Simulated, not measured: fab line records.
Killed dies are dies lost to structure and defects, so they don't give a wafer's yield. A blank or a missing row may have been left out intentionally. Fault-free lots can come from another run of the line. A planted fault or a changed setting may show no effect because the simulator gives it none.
Which tool did it? ; flow n5 finfet ; 27 wafers from 9 lots sampled at 8 of the route's 1938 steps

== WHAT EACH GAUGE READ, for each wafer ==
N5_BEOL_M4_THK_MEAS_53: measures by xrf.
lot;measured;on;M4_THK (nm)
L736;day 8 07:25;film metro-01;39.9 36.2 38.7
L745;day 10 05:37;film metro-01;39.7 39.1 40.4
L750;day 11 11:17;film metro-02;41.4 41.3 40.7
L749;day 11 14:14;film metro-01;39.0 37.9 39.6
L752;day 11 19:17;film metro-01;41.6 41.5 42.4
L751;day 12 00:14;film metro-02;39.8 37.6 40.2
L754;day 12 17:51;film metro-02;39.8 39.7 41.3
L759;day 13 21:49;film metro-02;39.6 41.1 41.1
L758;day 13 22:22;film metro-02;39.3 39.8 38.1

N5_BEOL_M4_INSPECT_59: inspects for defects (darkfield).
lot;measured;on;raw defect count
L736;day 8 07:55;defect inspect-02;73 64 72
L745;day 10 05:55;defect inspect-02;495 59 60
L750;day 11 11:34;defect inspect-02;84 71 81
L749;day 11 14:32;defect inspect-02;87 63 89
L752;day 11 19:34;defect inspect-02;45 36 77
L751;day 12 00:31;defect inspect-01;71 67 72
L754;day 12 18:08;defect inspect-02;67 80 70
L759;day 13 22:08;defect inspect-02;115 82 79
L758;day 13 22:41;defect inspect-02;77 44 52

N5_BEOL_M4_RC_MEAS_101.
lot;measured;on;DIBL_N (mV/V);DIBL_P (mV/V);IOFF_N (nA/um);IOFF_P (nA/um);ION_N (uA/um);ION_P (uA/um);SS_N (mV/dec);SS_P (mV/dec);VT_N (mV);VT_P (mV)
L736;day 8 08:06;prober-01;36.5 37.3 37.0;36.5 37.2 36.9;0.18 0.20 0.19;0.22 0.23 0.22;682 687 685;472 463 466;71.6 72.3 72.0;73.3 73.7 73.5;248 247 244;-248 -250 -248
L745;day 10 05:56;prober-02;34.7 36.8 37.5;33.5 34.8 36.9;0.12 0.16 0.18;0.15 0.16 0.20;657 676 683;450 452 455;71.4 71.7 71.2;73.0 72.9 73.3;250 249 248;-257 -256 -254
L750;day 11 11:36;prober-02;38.1 35.3 36.1;39.7 36.3 37.3;0.23 0.17 0.19;0.26 0.21 0.22;695 685 688;469 467 466;73.0 71.8 71.5;73.4 73.4 73.4;244 250 248;-248 -250 -252
L749;day 11 14:52;prober-02;36.1 38.9 36.0;35.1 38.4 34.6;0.16 0.22 0.15;0.25 0.31 0.23;675 694 673;479 476 475;70.8 72.2 71.7;73.5 73.6 72.5;247 245 247;-244 -239 -249
L752;day 11 19:54;prober-01;36.5 33.6 35.1;37.1 34.0 36.0;0.16 0.13 0.14;0.22 0.18 0.21;674 667 667;461 460 461;71.1 70.8 71.1;73.9 73.0 73.9;252 252 253;-251 -254 -249
L751;day 12 00:33;prober-02;36.0 34.1 35.2;36.6 34.7 36.3;0.15 0.13 0.15;0.21 0.19 0.21;667 677 675;456 466 466;72.2 71.1 71.9;73.3 73.0 73.5;252 251 251;-250 -250 -250
L754;day 12 18:10;prober-02;38.1 37.3 36.4;39.1 38.4 37.8;0.23 0.21 0.19;0.26 0.26 0.24;689 701 693;467 477 473;72.1 71.9 71.6;73.5 73.4 74.1;245 243 247;-246 -247 -248
L759;day 13 22:10;prober-01;39.0 36.7 35.6;37.7 36.5 34.4;0.19 0.16 0.13;0.24 0.24 0.19;679 689 679;463 480 464;73.4 70.5 71.2;74.3 73.0 72.9;246 248 250;-247 -246 -252
L758;day 13 22:52;prober-02;38.3 36.6 35.1;38.7 36.7 35.0;0.19 0.14 0.14;0.25 0.23 0.20;673 654 668;469 459 462;72.7 71.7 71.7;73.5 73.3 73.1;246 253 250;-248 -248 -249

N5_BEOL_M5_INSPECT_13: inspects for defects (brightfield).
lot;measured;on;raw defect count
L736;day 8 10:58;defect inspect-02;403 316 305
L745;day 10 08:44;defect inspect-02;795 359 326
L750;day 11 14:31;defect inspect-02;369 298 496
L749;day 11 16:48;defect inspect-02;307 335 357
L752;day 12 00:54;defect inspect-01;289 329 262
L751;day 12 03:52;defect inspect-01;442 371 390
L754;day 12 20:58;defect inspect-01;486 494 637
L759;day 14 00:58;defect inspect-01;461 326 389
L758;day 14 01:08;defect inspect-02;372 237 257

N5_BEOL_M5_INSPECT_30: inspects for defects (brightfield).
lot;measured;on;raw defect count
L736;day 8 12:03;defect inspect-02;409 298 328
L745;day 10 10:31;defect inspect-02;780 389 304
L750;day 11 16:41;defect inspect-02;362 282 498
L749;day 11 19:11;defect inspect-02;309 337 338
L752;day 12 03:36;defect inspect-01;272 317 266
L751;day 12 06:20;defect inspect-01;440 374 380
L754;day 12 21:50;defect inspect-02;505 523 641
L759;day 14 02:59;defect inspect-01;448 318 377
L758;day 14 03:10;defect inspect-02;376 252 245

== TOOL THAT RAN EACH LOT (tool first, then ch and the chambers of the sampled wafers, then the start) ==
lot;N5_BEOL_M4_SPUTTER_92;N5_BEOL_M4_ANNEAL_51;N5_BEOL_M4_PRE_CLEAN_56
L736;pvd sputter-02, day 8 06:00;rtp anneal-02 ch 0, day 8 06:41;pecvd-04 ch 0,2, day 8 07:48
L745;pvd sputter-03, day 10 04:23;rtp anneal-01 ch 0, day 10 05:02;pecvd-04 ch 0,1,2, day 10 05:47
L750;pvd sputter-02, day 11 09:50;rtp anneal-01 ch 0, day 11 10:41;pecvd-01 ch 0,1,2, day 11 11:27
L749;pvd sputter-02, day 11 13:00;rtp anneal-01 ch 0, day 11 13:43;pecvd-03 ch 1,2, day 11 14:24
L752;pvd sputter-01, day 11 18:02;rtp anneal-02 ch 0, day 11 18:46;pecvd-01 ch 0,2, day 11 19:26
L751;pvd sputter-03, day 11 23:01;rtp anneal-01 ch 0, day 11 23:39;pecvd-03 ch 0,1, day 12 00:25
L754;pvd sputter-03, day 12 16:37;rtp anneal-02 ch 0, day 12 17:15;pecvd-01 ch 1,2, day 12 18:01
L759;pvd sputter-01, day 13 20:19;rtp anneal-02 ch 0, day 13 20:57;pecvd-04 ch 0,2, day 13 22:01
L758;pvd sputter-03, day 13 20:26;rtp anneal-02 ch 0, day 13 21:35;pecvd-04 ch 0,1,2, day 13 22:34
- N5_BEOL_M4_SPUTTER_92: material Cu, target thk 4.5 nm, time 8.29 s.
- N5_BEOL_M4_ANNEAL_51: time 90 s.
- N5_BEOL_M4_PRE_CLEAN_56: time 15 s.

== WHAT THE TOOLS THEMSELVES READ (means of the sampled wafers that have a number; where no wafer has one, the mark that the record gives instead) ==
N5_BEOL_M4_SPUTTER_92.
lot;tool;throttle valve pct (%)
L736;pvd sputter-02;29.9
L745;pvd sputter-03;30.3
L750;pvd sputter-02;29.7
L749;pvd sputter-02;30.5
L752;pvd sputter-01;29.9
L751;pvd sputter-03;30.4
L754;pvd sputter-03;30.0
L759;pvd sputter-01;30.2
L758;pvd sputter-03;30.5

N5_BEOL_M4_ANNEAL_51.
lot;tool;wafer_temp_C_max
L736;rtp anneal-02;226.30
L745;rtp anneal-01;226.12
L750;rtp anneal-01;226.01
L749;rtp anneal-01;225.94
L752;rtp anneal-02;226.20
L751;rtp anneal-01;226.36
L754;rtp anneal-02;225.74
L759;rtp anneal-02;226.09
L758;rtp anneal-02;226.05

== THE ANSWER, worked out from the rows above alone ==
Rule: what is usual is taken from the lots themselves. The widest of any qualifying gaps counts: lots, ordered by their means at a reading, are off when they make up no more than a third of the lots, leave a main group of 4 or more, and stand apart from it by 3 or more times the standard deviation of that group's means. A main group is skipped when, at the precision printed for the reading in the tables above, its means are all equal. Also off: a lot with no number at a reading for which 4 or more lots have one. Where the step has rows for the other lots, those lots are counted as sound. Order of review: gauges by route order, followed by the tools' own readings, for which a lot's mean as printed above is used. The first step at which some lot is off is used, and at that step the reading that is off furthest; a lot without a number counts as furthest.
Off at N5_BEOL_M4_INSPECT_59 (raw defect count): L745. The main group has a mean of 72 with a standard deviation of 12.
If a tool, at a process step before that reading, ran all the lots that are off and no sound lot after the first of them, it fits. Gauges at N5_BEOL_M4_INSPECT_59: tried the same way as those tools. Not one of the candidates tried fits.

== WHAT WAS PUT IN BY THE SIMULATOR ==
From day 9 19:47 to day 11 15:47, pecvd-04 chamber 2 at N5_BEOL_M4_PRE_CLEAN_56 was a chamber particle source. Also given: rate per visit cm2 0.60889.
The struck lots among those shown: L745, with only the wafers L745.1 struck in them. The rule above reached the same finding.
